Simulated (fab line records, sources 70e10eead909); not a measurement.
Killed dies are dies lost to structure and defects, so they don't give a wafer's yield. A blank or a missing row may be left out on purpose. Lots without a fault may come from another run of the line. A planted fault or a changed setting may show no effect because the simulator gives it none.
A struck lot beside a sound one | flow nand_harc | 20 steps out of a route of 1159
Sound: wafers L461.1, L461.3, L461.5. Struck: wafers L471.2, L471.3, L471.5. The cause comes at the end.
At each step with rows: each side's tool, then ch and its chambers, then its first start. Under that, the readings that differ: sound wafers | struck wafers | difference of the means | sigmas: that difference in standard deviations of wafers without a fault.
alike: readings whose means differ by less than 2 such deviations, and words and numbers that are the same on both sides. not compared: withheld readings, readings that some wafer has no value for, bounds like >300 that may hide the same value, and numbers for which the record gives no deviation and whose values overlap.
The two part at a step that has a row with sigmas, a row that says differs or no value, or rows on one side only. Numbers that don't overlap but have no deviation are shown without sigmas and don't part them. A reading that every wafer of one side lacks parts them only if that side has two wafers or more.

NHARC_P_ZERO_WELL_CD_MEAS_11: target cd 500 nm.
  sound on cd_sem-01 ch 0, day 1 19:14; struck on cd_sem-03 ch 0, day 4 07:13
  alike: cd_nm
then, 1 step without rows for these wafers: NHARC_P_ZERO_WELL_HARDBAKE_12 (time 65 s).
NHARC_P_ZERO_WELL_DESCUM_13: chemistry O2, time 3 s.
  sound on rie_diel-08 ch 1,2,3, day 1 19:24; struck on rie_diel-05 ch 1,2,3, day 4 07:23
  alike: drypump_motor_current_A, oes_product_au, rf_vpp_V, showerhead_plenum_p_Torr, throttle_valve_pct
  not compared: rf_hours_counter_h
NHARC_P_ZERO_WELL_ETCH_65: etches the open film in N2/H2, target depth 80 nm, overetch 24 nm, time 87.88 s.
  sound on rie_diel-08 ch 1,2,3, day 1 19:30; struck on rie_diel-05 ch 0,2,3, day 4 07:28
  alike: drypump_motor_current_A, oes_product_au, rf_vpp_V, showerhead_plenum_p_Torr, throttle_valve_pct
  not compared: rf_hours_counter_h
NHARC_P_ZERO_WELL_ETCH_62: etches the open film in CHF3/Ar, target depth 13 nm, time 6.5 s.
  sound on rie_diel-08 ch 1,3; struck on rie_diel-05 ch 0,1,2
  alike: drypump_motor_current_A, oes_product_au, rf_vpp_V, showerhead_plenum_p_Torr, throttle_valve_pct
  not compared: rf_hours_counter_h
NHARC_P_ZERO_WELL_ETCH_63: etches the open film in HBr/Cl2, target depth 120 nm, time 40.1 s.
  sound on rie_si-03 ch 1,2,3, day 1 19:40; struck on rie_si-03 ch 0,1,3, day 4 07:37
  alike: drypump_motor_current_A, mfc_cl2_sccm, oes_product_au, throttle_valve_pct
  not compared: rf_hours_counter_h
then, 6 steps without rows for these wafers: NHARC_P_ZERO_WELL_STRIP_15 (strips in SPM, time 900 s); NHARC_P_ZERO_WELL_DEHYDRATE_16 (time 120 s); NHARC_P_ZERO_WELL_HMDS_17 (time 30 s); NHARC_P_ZERO_WELL_COAT_18; NHARC_P_ZERO_WELL_SOFTBAKE_19 (time 95 s); NHARC_P_ZERO_WELL_EBR_20.
NHARC_P_ZERO_WELL_EXPOSE_21: exposes mask P NWELL, target cd 720 nm.
  sound on krf_scanner-01 ch 0, day 1 20:19; struck on krf_scanner-04 ch 0, day 4 08:23
  reading | sound                         | struck                                 | difference | sigmas
  mask    | P_NWELL#0 P_NWELL#0 P_NWELL#0 | P_NWELL_R1#0 P_NWELL_R1#0 P_NWELL_R1#0 | differs    |
then, 2 steps without rows for these wafers: NHARC_P_ZERO_WELL_PEB_22 (peb time 85 s); NHARC_P_ZERO_WELL_DEVELOP_23 (time 70 s).
NHARC_P_ZERO_WELL_CD_MEAS_24: target cd 720 nm.
  sound on cd_sem-02 ch 0, day 1 20:28; struck on cd_sem-01 ch 0, day 4 08:33
  reading    | sound             | struck            | difference | sigmas
  cd_nm (nm) | 721.3 720.8 721.3 | 657.3 657.4 657.6 | -63.7      | -53
then, 1 step without rows for these wafers: NHARC_P_ZERO_WELL_HARDBAKE_25 (time 80 s).
NHARC_P_ZERO_WELL_DESCUM_26: chemistry O2, time 3 s.
  sound on rie_diel-05 ch 0,2,3, day 1 20:38; struck on rie_diel-05 ch 1,3, day 4 08:43
  reading                      | sound             | struck            | difference | sigmas
  model.P_ZERO_WELL.cd_nm (nm) | 720.9 720.5 721.2 | 656.8 657.1 657.3 | -63.8      |
  alike: drypump_motor_current_A, oes_product_au, rf_vpp_V, showerhead_plenum_p_Torr, throttle_valve_pct
  not compared: rf_hours_counter_h
then, 1 step without rows for these wafers: NHARC_P_ZERO_WELL_IMPLANT_27.
-- the record jumps here: 18 days lie between the struck wafers' starts before and after (it left off in module P_ZERO_WELL and takes up again in module END, whose first step shown is number 1159 of the route) --
NHARC_END_SORT_01:
  sound on prober-01 ch 0, day 19 16:44; struck on prober-01 ch 0, day 22 08:41
  alike: killed_at_array, killed_at_other, killed_at_periphery, killed_dies, killed_open, killed_short

WHERE THEY PART
First at NHARC_P_ZERO_WELL_EXPOSE_21; last, within this record, at NHARC_P_ZERO_WELL_CD_MEAS_24. Later steps at which nothing parts them and some readings are alike: NHARC_P_ZERO_WELL_DESCUM_26, NHARC_END_SORT_01.

WHY: what the simulator had put in
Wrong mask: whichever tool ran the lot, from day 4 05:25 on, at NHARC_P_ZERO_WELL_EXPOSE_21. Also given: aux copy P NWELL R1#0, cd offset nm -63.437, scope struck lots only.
